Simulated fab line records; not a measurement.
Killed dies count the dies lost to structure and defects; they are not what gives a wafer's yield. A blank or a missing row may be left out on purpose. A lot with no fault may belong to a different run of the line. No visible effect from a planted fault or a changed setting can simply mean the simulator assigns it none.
Matching of chambers	flow n5-finfet	N5_GATE_CUT_STRIP_59 on rie-diel-03 has 4 sister chambers
The step strips in N2/H2, time 20 s. 4 wafers are shown with their chamber, then 8 later ones without.

## EACH WAFER AND ITS CHAMBER
wafer	chamber	drypump-motor-current-A (A)
L083.5	3	6.0
L083.6	0	6.7
L091.3	1	6.1
L094.1	2	4.9

## WAFERS WITH NO CHAMBER GIVEN
wafer	drypump-motor-current-A (A)
L094.4	6.1
L094.5	4.9
L095.1	4.9
L095.4	6.1
L095.6	6.1
L096.3	4.9
L096.5	6.1
L096.6	6.8

## CHAMBER TAKEN BY EACH
wafer	from the rows above	in truth
L094.4	1	1
L094.5	2	2
L095.1	2	2
L095.4	1	1
L095.6	1	1
L096.3	2	2
L096.5	1	1
L096.6	0	0
Placed correctly: 8 of 8. Can't be placed from these rows: 0. Placed wrongly: 0.
How it was worked out, from the rows above alone: a wafer's distance from a chamber is the root of the sum, over the readings, of the square of ((its reading less the chamber's mean) divided by the reading's scatter). If the next closest chamber is less than 2 further off than the closest, the wafer can't be placed; otherwise it belongs to the closest. The mean given for a chamber averages the wafers shown for that chamber. The scatter (one wafer shown for each chamber): square how far every hidden wafer sits from the nearest shown wafer, average those squares and take the square root.
